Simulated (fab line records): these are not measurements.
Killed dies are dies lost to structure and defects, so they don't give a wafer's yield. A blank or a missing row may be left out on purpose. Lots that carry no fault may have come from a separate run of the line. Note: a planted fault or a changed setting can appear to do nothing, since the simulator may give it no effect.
A sampling plan put to the test | flow nand_harc | one line in one fab, 24 faults in these records, each fault weighed on the records of the lots it struck
The plan is the line's own looks: the steps of the route at which a gauge or an inspection reads the wafer and doesn't change it. Where struck wafers have a number at a look and the file lists that look's usual mean and standard deviation on fault-free wafers, the look can be judged. Caught: a look later than the fault's first step finds the struck wafers' mean 4 or more of those standard deviations (sigma) from the usual mean. On the tool: here the same test is run on the tool's own readings at the fault's steps. It also counts as caught if the struck wafers ran another recipe or if their record alone is blank.

## THE FAULTS, as the simulator had put them in
1. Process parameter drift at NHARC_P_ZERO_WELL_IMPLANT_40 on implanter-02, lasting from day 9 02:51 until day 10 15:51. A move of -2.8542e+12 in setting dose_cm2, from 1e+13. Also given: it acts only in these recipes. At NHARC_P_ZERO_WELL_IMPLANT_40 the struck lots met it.
2. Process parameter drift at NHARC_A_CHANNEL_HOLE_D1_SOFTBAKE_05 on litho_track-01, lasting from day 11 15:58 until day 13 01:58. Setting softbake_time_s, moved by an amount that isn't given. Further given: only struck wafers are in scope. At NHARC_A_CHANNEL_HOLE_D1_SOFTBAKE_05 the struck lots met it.
3. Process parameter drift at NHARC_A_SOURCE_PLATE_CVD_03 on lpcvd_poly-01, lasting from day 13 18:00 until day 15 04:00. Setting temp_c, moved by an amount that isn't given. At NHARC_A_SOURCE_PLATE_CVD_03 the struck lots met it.
4. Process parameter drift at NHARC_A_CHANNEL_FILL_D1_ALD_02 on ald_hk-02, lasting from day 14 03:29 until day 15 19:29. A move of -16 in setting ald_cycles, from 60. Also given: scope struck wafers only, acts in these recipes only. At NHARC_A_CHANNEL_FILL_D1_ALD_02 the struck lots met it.
5. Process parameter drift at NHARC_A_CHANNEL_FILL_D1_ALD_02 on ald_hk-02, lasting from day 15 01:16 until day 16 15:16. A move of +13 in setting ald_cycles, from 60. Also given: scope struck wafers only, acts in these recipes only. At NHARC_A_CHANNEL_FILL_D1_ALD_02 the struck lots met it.
6. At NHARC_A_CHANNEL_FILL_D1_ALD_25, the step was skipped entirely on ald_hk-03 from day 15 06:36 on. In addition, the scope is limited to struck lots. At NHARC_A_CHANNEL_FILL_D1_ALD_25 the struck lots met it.
7. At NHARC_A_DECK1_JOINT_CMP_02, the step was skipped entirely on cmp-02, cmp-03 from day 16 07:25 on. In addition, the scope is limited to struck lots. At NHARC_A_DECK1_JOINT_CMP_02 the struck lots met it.
8. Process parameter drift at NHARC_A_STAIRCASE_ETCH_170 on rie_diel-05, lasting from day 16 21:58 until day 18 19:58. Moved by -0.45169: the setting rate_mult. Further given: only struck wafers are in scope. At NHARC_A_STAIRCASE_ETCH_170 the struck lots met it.
9. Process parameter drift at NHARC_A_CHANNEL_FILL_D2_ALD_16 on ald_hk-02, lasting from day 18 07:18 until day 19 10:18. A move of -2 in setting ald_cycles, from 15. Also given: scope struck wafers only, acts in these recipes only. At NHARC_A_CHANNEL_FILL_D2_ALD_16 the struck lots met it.
10. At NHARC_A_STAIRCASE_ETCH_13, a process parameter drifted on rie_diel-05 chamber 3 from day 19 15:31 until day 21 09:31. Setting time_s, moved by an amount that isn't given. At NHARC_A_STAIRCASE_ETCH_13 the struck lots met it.
11. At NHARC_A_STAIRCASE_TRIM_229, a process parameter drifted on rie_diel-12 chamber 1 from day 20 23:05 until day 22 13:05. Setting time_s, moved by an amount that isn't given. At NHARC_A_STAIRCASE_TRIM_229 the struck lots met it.
12. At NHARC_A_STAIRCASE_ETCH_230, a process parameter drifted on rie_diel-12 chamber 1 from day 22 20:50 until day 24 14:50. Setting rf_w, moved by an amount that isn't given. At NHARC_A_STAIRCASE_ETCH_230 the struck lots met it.
13. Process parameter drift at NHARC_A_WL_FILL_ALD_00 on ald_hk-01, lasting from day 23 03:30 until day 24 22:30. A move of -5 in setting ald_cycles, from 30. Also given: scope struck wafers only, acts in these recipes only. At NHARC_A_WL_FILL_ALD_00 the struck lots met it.
14. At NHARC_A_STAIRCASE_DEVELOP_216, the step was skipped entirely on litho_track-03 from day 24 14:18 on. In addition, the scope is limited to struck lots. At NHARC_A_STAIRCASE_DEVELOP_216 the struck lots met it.
15. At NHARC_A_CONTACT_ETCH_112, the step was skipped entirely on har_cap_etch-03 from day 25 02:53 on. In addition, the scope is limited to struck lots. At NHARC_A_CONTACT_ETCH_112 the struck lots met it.
16. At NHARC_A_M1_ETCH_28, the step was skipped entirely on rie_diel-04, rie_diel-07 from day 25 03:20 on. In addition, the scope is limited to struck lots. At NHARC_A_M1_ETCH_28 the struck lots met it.
17. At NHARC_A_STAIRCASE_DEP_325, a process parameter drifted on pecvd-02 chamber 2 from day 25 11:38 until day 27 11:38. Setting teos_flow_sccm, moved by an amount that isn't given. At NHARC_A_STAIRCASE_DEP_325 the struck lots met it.
18. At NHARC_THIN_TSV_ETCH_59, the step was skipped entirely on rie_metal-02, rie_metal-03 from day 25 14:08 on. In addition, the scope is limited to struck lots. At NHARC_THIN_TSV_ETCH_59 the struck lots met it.
19. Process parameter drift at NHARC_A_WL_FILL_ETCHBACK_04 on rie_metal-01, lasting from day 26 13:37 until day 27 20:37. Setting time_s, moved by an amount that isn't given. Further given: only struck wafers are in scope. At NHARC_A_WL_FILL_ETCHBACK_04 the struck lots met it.
20. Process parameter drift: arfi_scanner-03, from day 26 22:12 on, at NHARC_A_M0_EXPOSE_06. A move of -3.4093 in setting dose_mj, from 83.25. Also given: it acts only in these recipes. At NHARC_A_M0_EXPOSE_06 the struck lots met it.
21. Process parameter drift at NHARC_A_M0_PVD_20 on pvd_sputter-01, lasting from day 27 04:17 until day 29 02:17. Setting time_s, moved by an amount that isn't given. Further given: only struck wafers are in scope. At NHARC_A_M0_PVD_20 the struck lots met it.
22. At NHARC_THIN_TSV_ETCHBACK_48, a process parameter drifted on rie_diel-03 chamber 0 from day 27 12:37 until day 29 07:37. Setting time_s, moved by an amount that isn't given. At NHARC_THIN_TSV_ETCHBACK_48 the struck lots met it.
23. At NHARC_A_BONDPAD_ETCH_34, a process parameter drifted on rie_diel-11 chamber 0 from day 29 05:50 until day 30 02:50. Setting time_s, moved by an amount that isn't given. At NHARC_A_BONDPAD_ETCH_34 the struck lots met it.
24. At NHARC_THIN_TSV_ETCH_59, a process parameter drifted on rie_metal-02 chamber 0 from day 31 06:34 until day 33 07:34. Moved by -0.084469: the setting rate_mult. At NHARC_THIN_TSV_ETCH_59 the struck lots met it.

## WHAT THE PLAN SAW
fault | on the tool itself                               | first look that catches it                   | reading, sigma | median hours from its first step to that look | hours from the fault's start to the first struck lot there | judged looks passed uncaught
1     | dose_ions_cm2 -99 or beyond sigma                | not the one look that can be judged after it | -              | -                                             | -                                                          | 1
2     | heater_power_total_W +99 or beyond sigma         | not the one look that can be judged after it | -              | -                                             | -                                                          | 1
3     | spike_tc_lower_C +17 sigma                       | NHARC_A_SOURCE_PLATE_THK_MEAS_06             | thk_nm +44     | 10.2                                          | 22                                                         | 0
4     | under 2 sigma                                    | no look after it can be judged               | -              | -                                             | -                                                          | 0
5     | under 2 sigma                                    | not the one look that can be judged after it | -              | -                                             | -                                                          | 1
6     | the tool's record is blank for the struck wafers | no look after it can be judged               | -              | -                                             | -                                                          | 0
7     | the tool's record is blank for the struck wafers | no look after it can be judged               | -              | -                                             | -                                                          | 0
8     | oes_product_au -19 sigma                         | no look after it can be judged               | -              | -                                             | -                                                          | 0
9     | under 2 sigma                                    | not the one look that can be judged after it | -              | -                                             | -                                                          | 1
10    | run_length_s -25 sigma                           | no look after it can be judged               | -              | -                                             | -                                                          | 0
11    | run_length_s +99 or beyond sigma                 | no look after it can be judged               | -              | -                                             | -                                                          | 0
12    | rf_fwd_power_W +92 sigma                         | no look after it can be judged               | -              | -                                             | -                                                          | 0
13    | under 2 sigma                                    | no look after it can be judged               | -              | -                                             | -                                                          | 0
14    | the tool's record is blank for the struck wafers | no look after it can be judged               | -              | -                                             | -                                                          | 0
15    | the tool's record is blank for the struck wafers | no look after it can be judged               | -              | -                                             | -                                                          | 0
16    | the tool's record is blank for the struck wafers | no look after it can be judged               | -              | -                                             | -                                                          | 0
17    | mfc_precursor_sccm -11 sigma                     | not the one look that can be judged after it | -              | -                                             | -                                                          | 1
18    | the tool's record is blank for the struck wafers | no look after it can be judged               | -              | -                                             | -                                                          | 0
19    | run_length_s -25 sigma                           | no look after it can be judged               | -              | -                                             | -                                                          | 0
20    | exposure_dose_mJ_cm2 -34 sigma                   | not the one look that can be judged after it | -              | -                                             | -                                                          | 1
21    | under 2 sigma                                    | not the one look that can be judged after it | -              | -                                             | -                                                          | 1
22    | run_length_s -99 or beyond sigma                 | no look after it can be judged               | -              | -                                             | -                                                          | 0
23    | run_length_s -46 sigma                           | no look after it can be judged               | -              | -                                             | -                                                          | 0
24    | oes_product_au -5.1 sigma                        | no look after it can be judged               | -              | -                                             | -                                                          | 0
Dash: fault not caught, or number not given in these records.

Caught at a look: 1 of 24. Caught on the tool: 19 of 24. By one or the other: 19 of 24.
Faults caught by the tool alone: 1, 2, 6, 7, 8, 10, 11, 12, 14, 15, 16, 17, 18, 19, 20, 22, 23, 24.
Caught by neither: faults 4, 5, 9, 13, 21.

## THINNER SAMPLING
If the look that catches a fault measured only every second or every third lot, by lot number, the first struck lot would be measured this late in the worst case:
fault | struck lots at that look, in order of time | every lot | every second lot | every third lot
3     | L455, L456                                 | 22 h      | 35 h             | may miss all 2
Hours count from the start of the fault until the first struck lot that is measured. The test against the limit of 4 sigma pooled every struck wafer, which means one lot taken alone may stay below that limit. Other struck lots may not be in these records.

## THE LONGEST TIMED WAY FROM STEP TO LOOK
Fault 3: the median time between NHARC_A_SOURCE_PLATE_CVD_03 and NHARC_A_SOURCE_PLATE_THK_MEAS_06 is 10.2 hours. No look between them can be judged.
